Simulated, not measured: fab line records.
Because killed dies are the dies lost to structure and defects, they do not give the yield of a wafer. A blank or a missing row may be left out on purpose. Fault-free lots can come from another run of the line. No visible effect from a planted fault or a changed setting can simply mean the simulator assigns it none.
fab line records	flow n5_finfet	part 1 of 2: steps 1 to 22 of 32
[record] lots = 5	wafers = 15	last_day = 18
route steps=1938 shown SD_EPI_P@327 SD_ACTIVATION@330 ILD0@335 SDB@347
lots that met no fault: taken from a fault-free run of the same line
start_h: the number of hours between the record's first day and the start of the first shown wafer of the lot	wait_h: how many hours have passed since the lot's step before this one	" as in the row above	L1.1+2: a single row standing in for several wafers	- value missing, or start not given	* or withheld: withheld	< > ~ a bound
route shown NAME@n: a module of which the file shows steps, and the number in the route of the first	usual: mean/standard deviation of fault-free wafers	same: alike in all rows	chamber/n: place in a boat	sites: per-site readings	_std_site: how widely they spread, as a standard deviation	_edge_site: inner sites' mean taken away from outer sites' mean	radius_mm: for every site, how far away it sits from the centre of the wafer	mask NAME#n: copy n	behind: tool/chamber where the wafer was last shaped	hold: reason for holding the lot/hours on hold/outcome of the hold	device: names the non-switching transistor (n, p or np)	end of line: tests of these same wafers at the route's end	a step given without rows: its recipe and nothing more	killed: at the first sort, the dies lost to defects and structure; wafer yield is something else	map: a wafer's dies, x killed, . not, _ none there
set.NAME: the setting that was run; set.NAME@STEP: the one run at that earlier step	model.NAME: the simulator's own value behind a step, which no gauge read
certain route steps with their lots: each step a table, each wafer a row
services: a tool's chamber out of use, with start hour (start_h, from the record's first day; less than 0 if before it), hours out, and reason
[[steps]]
[step N5_SD_EPI_P_PRECLEAN_33]
[recipe] chemistry = SC2	time_s = 45	temp_c = 35	mix = 1:1:50
lot.wafer	tool	chamber	start_h	wait_h
L078.1+4+5	wet_bench-02	2,7,1	80.84	0.0
L083.1+2+3	wet_bench-02	7,1,3	111.14	0.0
L085.2+3+6	wet_bench-02	2,0,1	124.31	0.0
L089.1+2+3	wet_bench-04	7,3,0	148.23	0.0
L096.1+2+5	wet_bench-02	0,7,6	197.42	0.0
[step N5_SD_EPI_P_SRD_25]
[recipe] time_s = 30	temp_c = 23	rinse_liquid = diw	dry = ipa_marangoni
lot.wafer	tool	chamber	start_h	wait_h
L078.1+4+5	wet_bench-02	2,7,1	80.85	0.0
L083.1+2+3	wet_bench-02	7,1,3	111.17	0.0
L085.2+3+6	wet_bench-02	2,0,1	124.33	0.0
L089.1+2+3	wet_bench-04	7,3,0	148.25	0.0
L096.1+2+5	wet_bench-02	0,7,6	197.44	0.0
[step N5_SD_EPI_P_INSPECT_26]
[recipe] inspect_instrument = darkfield	mode = post_epi
[usual] raw_defect_count = 182/38
lot.wafer	tool	chamber	start_h	wait_h	raw_defect_count
L078.1	defect_inspect-02	-	80.89	0.0	175
L078.4	"	-	"	"	177
L078.5	"	-	"	"	205
L083.1	defect_inspect-02	-	111.23	0.0	201
L083.2	"	-	"	"	150
L083.3	"	-	"	"	173
L085.2	defect_inspect-01	-	124.37	0.0	118
L085.3	"	-	"	"	146
L085.6	"	-	"	"	124
L089.1	defect_inspect-01	-	148.31	0.0	142
L089.2	"	-	"	"	202
L089.3	"	-	"	"	149
L096.1	defect_inspect-02	-	197.48	0.0	145
L096.2	"	-	"	"	162
L096.5	"	-	"	"	171
[step N5_SD_ACTIVATION_RTA_00]
[recipe] temp_c = 975	time_s = 0	ambient = N2	idle_temp_c = 600	ramp_up_c_per_s = 150	ramp_down_c_per_s = 60	cool_to_c = 600
[usual] lamp_power_pct = 8.95/0.051	lamp_zone_7_pct = 9.350/0.03	wafer_temp_C_max = 975.0/1.8
lot.wafer	tool	chamber	start_h	wait_h	lamp_power_pct	lamp_zone_7_pct	wafer_temp_C_max
L078.1	rtp_anneal-01	0	81.02	0.1	8.97	9.291	976.1
L078.4	"	0	"	"	8.99	9.366	974.9
L078.5	"	0	"	"	8.86	9.386	974.0
L083.1	rtp_anneal-01	0	111.26	0.0	9.07	9.337	973.2
L083.2	"	0	"	"	8.96	9.327	978.1
L083.3	"	0	"	"	8.96	9.345	977.2
L085.2	rtp_anneal-01	0	124.86	0.5	8.91	9.330	975.9
L085.3	"	0	"	"	8.97	9.394	973.2
L085.6	"	0	"	"	8.91	9.313	978.3
L089.1	rtp_anneal-01	0	148.34	0.0	8.92	9.397	973.2
L089.2	"	0	"	"	8.93	9.377	973.2
L089.3	"	0	"	"	8.92	9.300	977.3
L096.1	rtp_anneal-01	0	197.51	0.0	9.03	9.333	974.8
L096.2	"	0	"	"	9.00	9.307	975.2
L096.5	"	0	"	"	9.02	9.374	975.1
[step N5_SD_ACTIVATION_LSA_01]
[recipe] temp_c = 1080	time_s = 0.0008	ambient = N2
[usual] wafer_temp_C_max = 1084.0/0.85
lot.wafer	tool	chamber	start_h	wait_h	wafer_temp_C_max
L078.1	laser_anneal-01	0	81.22	0.2	1084.0
L078.4	"	0	"	"	1085.7
L078.5	"	0	"	"	1083.9
L083.1	laser_anneal-02	0	111.46	0.2	1083.1
L083.2	"	0	"	"	1084.0
L083.3	"	0	"	"	1083.8
L085.2	laser_anneal-02	0	125.06	0.2	1083.5
L085.3	"	0	"	"	1082.7
L085.6	"	0	"	"	1083.1
L089.1	laser_anneal-02	0	148.54	0.2	1083.8
L089.2	"	0	"	"	1083.6
L089.3	"	0	"	"	1083.3
L096.1	laser_anneal-01	0	197.71	0.2	1084.4
L096.2	"	0	"	"	1084.2
L096.5	"	0	"	"	1084.6
[step N5_SD_ACTIVATION_RS_MEAS_03]
[recipe] thk_meas_gauge = four-point-probe
[usual] RS_SD_N = 21.94/0.26	RS_SD_P = 56.4/0.97
lot.wafer	tool	chamber	start_h	wait_h	RS_SD_N[ohm/sq]	RS_SD_P[ohm/sq]
L078.1	film_metro-02	-	81.42	0.2	21.72	55.5
L078.4	"	-	"	"	21.79	55.2
L078.5	"	-	"	"	21.85	55.7
L083.1	film_metro-02	-	111.66	0.2	22.32	54.5
L083.2	"	-	"	"	22.14	55.3
L083.3	"	-	"	"	22.03	55.8
L085.2	film_metro-02	-	125.25	0.2	22.15	56.3
L085.3	"	-	"	"	22.02	55.3
L085.6	"	-	"	"	21.74	55.3
L089.1	film_metro-01	-	148.74	0.2	21.76	55.8
L089.2	"	-	"	"	21.77	56.1
L089.3	"	-	"	"	21.75	56.8
L096.1	film_metro-01	-	197.91	0.2	22.20	56.3
L096.2	"	-	"	"	21.71	56.5
L096.5	"	-	"	"	21.67	56.3
[step N5_SD_ACTIVATION_INSPECT_02]
[recipe] inspect_instrument = darkfield	mode = post_anneal
[usual] raw_defect_count = 183/40
lot.wafer	tool	chamber	start_h	wait_h	raw_defect_count
L078.1	defect_inspect-02	-	81.74	0.2	176
L078.4	"	-	"	"	173
L078.5	"	-	"	"	189
L083.1	defect_inspect-02	-	111.98	0.2	207
L083.2	"	-	"	"	150
L083.3	"	-	"	"	166
L085.2	defect_inspect-01	-	125.55	0.1	114
L085.3	"	-	"	"	140
L085.6	"	-	"	"	129
L089.1	defect_inspect-01	-	149.06	0.2	129
L089.2	"	-	"	"	217
L089.3	"	-	"	"	139
L096.1	defect_inspect-01	-	198.23	0.2	138
L096.2	"	-	"	"	151
L096.5	"	-	"	"	172
[step N5_ILD0_LINER_00]
[recipe] material = SiNx	target_thk_a = 40	temp_c = 400	ald_precursor_family = SiH2I2	ald_co_reactant = N2/H2-plasma	pulse_time_s = 1	purge_time_s = 2	co_reactant_purge_time_s = 2	ald_cycles = 80	pressure_torr = 2
[usual] chamber_pressure_Torr = 1.999/0.0046	heater_power_w = 834/93	precursor_pulse_height_rel = 0.999/0.022
lot.wafer	tool	chamber	start_h	wait_h	chamber_pressure_Torr	heater_power_w	precursor_pulse_height_rel
L078.1	ald_sin-02	3	81.79	0.0	1.999	1004	0.991
L078.4	"	0	"	"	1.995	771	0.999
L078.5	"	3	"	"	1.993	1035	0.976
L083.1	ald_sin-02	3	112.02	0.0	2.002	931	0.966
L083.2	"	1	"	"	2.000	823	0.975
L083.3	"	2	"	"	1.997	703	1.016
L085.2	ald_sin-01	1	125.59	0.0	1.999	825	1.015
L085.3	"	3	"	"	1.998	945	0.973
L085.6	"	1	"	"	1.998	823	1.035
L089.1	ald_sin-01	1	149.10	0.0	1.992	829	1.044
L089.2	"	3	"	"	1.998	968	0.975
L089.3	"	0	"	"	1.999	963	1.004
L096.1	ald_sin-03	2	198.88	0.6	2.000	869	1.014
L096.2	"	1	"	"	2.000	826	0.989
L096.5	"	3	"	"	1.995	750	0.956
[step N5_ILD0_FCVD_FILL_01]
[recipe] material = SiO2_flowable	target_thk_a = 2000	temp_c = 100	pressure_torr = 0.8	rf_w = 2000	time_s = 328.3
[usual] chamber_pressure_Torr = 0.8005/0.002
lot.wafer	tool	chamber	start_h	wait_h	chamber_pressure_Torr
L078.1	fcvd-02	0	82.21	0.2	0.8005
L078.4	"	1	"	"	0.7985
L078.5	"	0	"	"	0.7991
L083.1	fcvd-01	0	112.43	0.2	0.8002
L083.2	"	1	"	"	0.8000
L083.3	"	1	"	"	0.8034
L085.2	fcvd-01	0	126.01	0.2	0.8019
L085.3	"	1	"	"	0.7996
L085.6	"	0	"	"	0.8011
L089.1	fcvd-02	1	149.52	0.2	0.8019
L089.2	"	0	"	"	0.8028
L089.3	"	1	"	"	0.7992
L096.1	fcvd-02	0	199.29	0.2	0.7983
L096.2	"	0	"	"	0.8019
L096.5	"	0	"	"	0.7988
[step N5_ILD0_CURE_02]
[recipe] temp_c = 450	time_s = 1800	ambient = steam	idle_temp_c = 400	ramp_up_c_per_min = 5	ramp_down_c_per_min = 3	densification_p_h2o_torr = 640
[usual] spike_tc_bottom_C = 471.2/2.5	zone_power_top_pct = 13.0/0.79
lot.wafer	tool	chamber	start_h	wait_h	spike_tc_bottom_C	zone_power_top_pct
L078.1	furnace-01	0	82.60	0.3	469.1	13.5
L078.4	"	0	"	"	467.1	14.0
L078.5	"	0	"	"	468.8	13.6
L083.1	furnace-02	0	112.83	0.3	471.4	13.0
L083.2	"	0	"	"	471.4	13.1
L083.3	"	0	"	"	472.2	13.0
L085.2	furnace-01	0	126.40	0.3	467.5	13.7
L085.3	"	0	"	"	468.6	13.7
L085.6	"	0	"	"	469.4	13.7
L089.1	furnace-03	0	149.91	0.3	474.0	11.7
L089.2	"	0	"	"	474.7	11.7
L089.3	"	0	"	"	473.7	11.7
L096.1	furnace-03	0	200.99	1.6	475.0	11.8
L096.2	"	0	"	"	475.6	12.0
L096.5	"	0	"	"	473.9	11.5
[step N5_ILD0_CMP_03]
[recipe] stop_on = SiNx	t_overpolish_s = 1.9	post_cmp_clean = alkaline_brush	down_force_psi = 4.1491	platen_rpm = 51.796	pad_velocity_m_s = 1.0306	target_thk_nm = 197.38
[usual] head_pressure_psi = 4.149/0.0089	motor_current_A = 11.7/1.2	overpolish_run_s = 1.899/0.0089	slurry_filter_dp_kPa = 13.48/0.14	time_to_endpoint_s = 71/4.1
lot.wafer	tool	chamber	start_h	wait_h	head_pressure_psi	motor_current_A	overpolish_run_s	slurry_filter_dp_kPa	time_to_endpoint_s
L078.1	cmp-01	1	84.19	0.1	4.152	12.2	1.897	13.40	72
L078.4	"	2	"	"	4.141	13.5	1.911	13.53	74
L078.5	"	0	"	"	4.157	11.6	1.902	13.64	70
L083.1	cmp-04	3	114.38	0.0	4.154	12.0	1.910	13.26	75
L083.3	"	0	"	"	4.148	11.7	1.894	13.59	67
L083.2	"	1	"	"	4.142	13.3	1.900	13.44	74
L085.2	cmp-02	3	127.99	0.1	4.132	10.9	1.900	13.52	80
L085.3	"	1	"	"	4.144	11.2	1.908	13.21	74
L085.6	"	2	"	"	4.159	9.5	1.893	13.48	72
L089.2	cmp-02	1	151.47	0.0	4.159	10.5	1.901	13.43	71
L089.1	"	3	"	"	4.142	11.0	1.895	13.48	75
L089.3	"	0	"	"	4.156	12.3	1.887	13.56	68
L096.2	cmp-04	0	202.55	0.0	4.160	11.8	1.893	13.55	63
L096.1	"	1	"	"	4.152	13.2	1.906	13.63	70
L096.5	"	1	"	"	4.148	14.0	1.887	13.53	66
[step N5_ILD0_THK_MEAS_04]
[usual] thk_nm = 197.4/1.2
lot.wafer	tool	chamber	start_h	wait_h	thk_nm
L078.1	film_metro-01	-	84.45	-	196.0
L078.4	"	-	"	"	197.5
L078.5	"	-	"	"	198.4
L083.1	film_metro-02	-	114.68	-	199.1
L083.2	"	-	"	"	198.7
L083.3	"	-	"	"	198.0
L085.2	film_metro-02	-	128.25	-	199.5
L085.3	"	-	"	"	197.7
L085.6	"	-	"	"	198.7
L089.1	film_metro-01	-	151.76	-	198.8
L089.2	"	-	"	"	196.2
L089.3	"	-	"	"	196.5
L096.1	film_metro-02	-	202.84	-	196.4
L096.2	"	-	"	"	196.0
L096.5	"	-	"	"	194.0
[step N5_ILD0_CMP_07]
[recipe] stop_on = poly-Si	material = SiO2_flowable	t_overpolish_s = 1.18	post_cmp_clean = alkaline_brush	down_force_psi = 4.1491	platen_rpm = 51.796	pad_velocity_m_s = 1.0306	target_thk_nm = 138.88
[usual] head_pressure_psi = 4.149/0.0091	motor_current_A = 11.8/1.1	slurry_filter_dp_kPa = 13.50/0.14
lot.wafer	tool	chamber	start_h	wait_h	head_pressure_psi	motor_current_A	slurry_filter_dp_kPa
L078.1	cmp-02	3	84.60	0.1	4.137	11.7	13.83
L078.4	"	0	"	"	4.135	12.3	13.48
L078.5	"	3	"	"	4.165	11.8	13.35
L083.3	cmp-01	2	114.77	0.1	4.159	13.5	13.41
L083.1	"	3	"	"	4.149	12.5	13.69
L083.2	"	0	"	"	4.144	12.1	13.51
L085.2	cmp-02	0	128.36	0.1	4.145	11.9	13.40
L085.3	"	1	"	"	4.150	10.5	13.40
L085.6	"	2	"	"	4.142	9.7	13.55
L089.1	cmp-04	2	151.83	0.1	4.140	10.2	13.47
L089.3	"	3	"	"	4.129	12.4	13.46
L089.2	"	0	"	"	4.151	12.2	13.14
L096.2	cmp-04	2	202.87	0.0	4.147	11.2	13.54
L096.1	"	1	"	"	4.150	13.6	13.33
L096.5	"	3	"	"	4.152	12.4	13.54
[step N5_ILD0_THK_MEAS_08]
[usual] thk_nm = 139.5/1.2
lot.wafer	tool	chamber	start_h	wait_h	thk_nm
L078.1	film_metro-02	-	84.89	-	140.7
L078.4	"	-	"	"	138.5
L078.5	"	-	"	"	140.2
L083.1	film_metro-02	-	115.06	-	139.7
L083.2	"	-	"	"	139.2
L083.3	"	-	"	"	139.5
L085.2	film_metro-01	-	128.57	-	139.7
L085.3	"	-	"	"	140.1
L085.6	"	-	"	"	140.8
L089.1	film_metro-01	-	152.08	-	138.1
L089.2	"	-	"	"	138.6
L089.3	"	-	"	"	141.2
L096.1	film_metro-01	-	203.16	-	138.5
L096.2	"	-	"	"	136.6
L096.5	"	-	"	"	139.6
[step N5_ILD0_PRECLEAN_10]
[recipe] chemistry = NF3:NH3	afs_cycles = 5	time_s = 20	temp_c = 30	sublimation_temp_c = 180	sublimation_time_s = 60	pressure_torr = 3	rf_power_w = 30
[usual] sublimation_temp_c = 180.00/0.15
lot.wafer	tool	chamber	start_h	wait_h	sublimation_temp_c
L078.1	remote_plasma-01	1	84.93	0.0	179.84
L078.4	"	1	"	"	179.93
L078.5	"	1	"	"	179.74
L083.1	remote_plasma-02	0	115.10	0.0	180.23
L083.2	"	0	"	"	179.93
L083.3	"	0	"	"	180.24
L085.2	remote_plasma-01	1	128.72	0.1	180.21
L085.3	"	1	"	"	179.96
L085.6	"	1	"	"	179.99
L089.1	remote_plasma-01	1	152.12	0.0	180.25
L089.2	"	1	"	"	180.45
L089.3	"	1	"	"	180.39
L096.1	remote_plasma-02	1	203.20	0.0	180.05
L096.2	"	1	"	"	180.04
L096.5	"	1	"	"	180.02
[step N5_ILD0_ALD_15]
[recipe] material = SiNx	target_thk_a = 240	temp_c = 400	ald_precursor_family = SiH2I2	ald_co_reactant = N2/H2-plasma	pulse_time_s = 1	ald_cycles = 480	purge_time_s = 2	co_reactant_purge_time_s = 2	pressure_torr = 2
[usual] chamber_pressure_Torr = 1.999/0.0048	heater_power_w = 837/91	precursor_pulse_height_rel = 1.000/0.022
lot.wafer	tool	chamber	start_h	wait_h	chamber_pressure_Torr	heater_power_w	precursor_pulse_height_rel
L078.1	ald_sin-03	2	85.61	0.6	2.004	904	0.976
L078.4	"	1	"	"	2.011	857	0.980
L078.5	"	3	86.70	1.2	1.998	722	0.986
L083.1	ald_sin-01	0	115.78	0.6	2.006	950	1.011
L083.2	"	2	"	"	1.996	728	1.000
L083.3	"	3	"	"	1.998	952	1.047
L085.2	ald_sin-02	2	129.29	0.5	2.005	717	1.003
L085.3	"	1	"	"	2.002	807	0.969
L085.6	"	3	130.38	1.1	1.996	941	0.993
L089.1	ald_sin-01	3	152.80	0.6	2.001	988	1.019
L089.2	"	2	"	"	1.995	706	1.010
L089.3	"	0	"	"	1.994	946	0.980
L096.1	ald_sin-03	3	204.00	0.7	2.006	753	1.006
L096.2	"	0	"	"	1.998	860	1.003
L096.5	"	2	205.09	1.3	2.007	868	0.990
[step N5_ILD0_CMP_12]
[recipe] stop_on = poly-Si	material = SiNx	t_overpolish_s = 6	post_cmp_clean = alkaline_brush	down_force_psi = 2.5	platen_rpm = 51.8	pad_velocity_m_s = 1.0307	target_thk_nm = 17.67
[usual] head_pressure_psi = 2.499/0.0057	motor_current_A = 8.7/0.82	overpolish_run_s = 5.999/0.0089	slurry_filter_dp_kPa = 13.50/0.15	time_to_endpoint_s = 29.4/2.7
lot.wafer	tool	chamber	start_h	wait_h	head_pressure_psi	motor_current_A	overpolish_run_s	slurry_filter_dp_kPa	time_to_endpoint_s
L078.1	cmp-01	2	87.85	1.2	2.490	10.2	6.019	13.54	24.5
L078.4	"	0	"	"	2.492	8.6	5.997	13.47	26.4
L078.5	"	1	"	"	2.497	9.6	6.006	13.44	26.9
L083.3	cmp-01	1	118.02	1.2	2.502	9.2	6.019	13.42	29.2
L083.1	"	2	"	"	2.504	9.8	5.999	13.38	28.5
L083.2	"	3	"	"	2.501	8.5	5.991	13.52	27.2
L085.2	cmp-01	3	131.49	1.1	2.500	8.6	5.991	13.54	27.0
L085.3	"	2	"	"	2.507	9.7	6.006	13.48	28.7
L085.6	"	3	"	"	2.505	8.8	5.999	13.34	26.5
L089.3	cmp-02	3	155.00	1.1	2.501	8.5	6.008	13.55	35.1
L089.2	"	0	"	"	2.491	9.0	5.994	13.40	30.6
L089.1	"	1	"	"	2.506	8.1	6.010	13.58	29.7
L096.2	cmp-01	2	206.24	1.1	2.503	9.8	5.999	13.33	31.2
L096.1	"	1	"	"	2.500	9.3	5.993	13.71	29.3
L096.5	"	3	"	"	2.496	8.5	5.987	13.55	27.8
[step N5_ILD0_THK_MEAS_13]
[usual] thk_nm = 18.2/1.1
lot.wafer	tool	chamber	start_h	wait_h	thk_nm
L078.1	film_metro-01	-	88.11	-	19.4
L078.4	"	-	"	"	18.8
L078.5	"	-	"	"	17.8
L083.1	film_metro-02	-	118.27	-	19.7
L083.2	"	-	"	"	17.1
L083.3	"	-	"	"	18.3
L085.2	film_metro-02	-	131.79	-	16.6
L085.3	"	-	"	"	17.8
L085.6	"	-	"	"	16.1
L089.1	film_metro-02	-	155.30	-	18.1
L089.2	"	-	"	"	18.0
L089.3	"	-	"	"	21.0
L096.1	film_metro-01	-	206.53	-	17.6
L096.2	"	-	"	"	18.4
L096.5	"	-	"	"	16.5
[step N5_ILD0_INSPECT_06]
[recipe] inspect_instrument = darkfield	mode = post_cmp
[usual] raw_defect_count = 44/20
lot.wafer	tool	chamber	start_h	wait_h	raw_defect_count
L078.1	defect_inspect-02	-	88.13	0.0	58
L078.4	"	-	"	"	32
L078.5	"	-	"	"	29
L083.1	defect_inspect-02	-	118.30	0.0	44
L083.2	"	-	"	"	52
L083.3	"	-	"	"	59
L085.2	defect_inspect-02	-	131.81	0.0	67
L085.3	"	-	"	"	43
L085.6	"	-	"	"	58
L089.1	defect_inspect-01	-	155.32	0.0	26
L089.2	"	-	"	"	55
L089.3	"	-	"	"	36
L096.1	defect_inspect-01	-	206.56	0.0	84
L096.2	"	-	"	"	39
L096.5	"	-	"	"	62
[step N5_SDB_HM_DEP_00]
[recipe] material = SiNx	target_thk_a = 400	temp_c = 400	precursor = SiH4/NH3/N2	pressure_torr = 1.5	rf_w = 300	time_s = 35.3
[usual] chamber_pressure_Torr = 1.4994/0.003	heater_power_w = 735/67	showerhead_plenum_p_Torr = 5.17/0.052	throttle_valve_pct = 39.0/2.4
lot.wafer	tool	chamber	start_h	wait_h	chamber_pressure_Torr	heater_power_w	showerhead_plenum_p_Torr	throttle_valve_pct
L078.1	pecvd-03	1	88.17	0.0	1.5012	789	5.25	40.5
L078.4	"	0	"	"	1.5027	677	5.19	40.8
L078.5	"	2	"	"	1.5008	795	5.12	37.8
L083.1	pecvd-04	1	118.34	0.0	1.4998	789	5.24	39.2
L083.2	"	0	"	"	1.5076	726	5.14	41.5
L083.3	"	2	"	"	1.5016	661	5.15	35.0
L085.2	pecvd-02	2	131.85	0.0	1.5009	717	5.12	34.9
L085.3	"	0	"	"	1.4952	668	5.08	39.0
L085.6	"	2	"	"	1.5005	734	5.12	34.8
L089.1	pecvd-03	2	155.36	0.0	1.5001	817	5.12	37.8
L089.2	"	0	"	"	1.4998	642	5.19	41.0
L089.3	"	1	"	"	1.5019	756	5.26	40.8
L096.1	pecvd-02	0	206.59	0.0	1.4984	761	5.08	38.7
L096.2	"	2	"	"	1.4975	638	5.12	35.4
L096.5	"	2	"	"	1.4941	655	5.13	35.4
[step N5_SDB_COAT_03]
[recipe] resist = SOC	temp_c = 250	time_s = 60	spin_rpm = 1500	resist_thk_nm = 100
[usual] resist_line_temp_C = 23.04/0.11
lot.wafer	tool	chamber	start_h	wait_h	resist_line_temp_C
L078.1	litho_track-05	0	88.25	0.1	23.09
L078.4	"	0	"	"	22.99
L078.5	"	0	"	"	23.13
L083.1	litho_track-05	0	118.42	0.1	22.99
L083.2	"	0	"	"	22.95
L083.3	"	0	"	"	23.01
L085.2	litho_track-05	0	131.93	0.1	23.09
L085.3	"	0	"	"	22.94
L085.6	"	0	"	"	23.02
L089.1	litho_track-05	0	155.44	0.1	23.04
L089.2	"	0	"	"	22.92
L089.3	"	0	"	"	22.97
L096.1	litho_track-03	0	206.67	0.1	23.11
L096.2	"	0	"	"	23.07
L096.5	"	0	"	"	23.01
[step N5_SDB_COAT_04]
[recipe] resist = SiARC	temp_c = 220	time_s = 60	spin_rpm = 1500	resist_thk_nm = 18
[usual] resist_line_temp_C = 22.98/0.095
lot.wafer	tool	chamber	start_h	wait_h	resist_line_temp_C
L078.1	litho_track-05	0	-	-	23.14
L078.4	"	0	"	"	23.18
L078.5	"	0	"	"	23.02
L083.1	litho_track-05	0	-	-	23.10
L083.2	"	0	"	"	22.96
L083.3	"	0	"	"	22.99
L085.2	litho_track-05	0	-	-	22.86
L085.3	"	0	"	"	23.01
L085.6	"	0	"	"	22.93
L089.1	litho_track-05	0	-	-	22.88
L089.2	"	0	"	"	22.94
L089.3	"	0	"	"	22.86
L096.1	litho_track-03	0	-	-	22.92
L096.2	"	0	"	"	23.03
L096.5	"	0	"	"	23.09
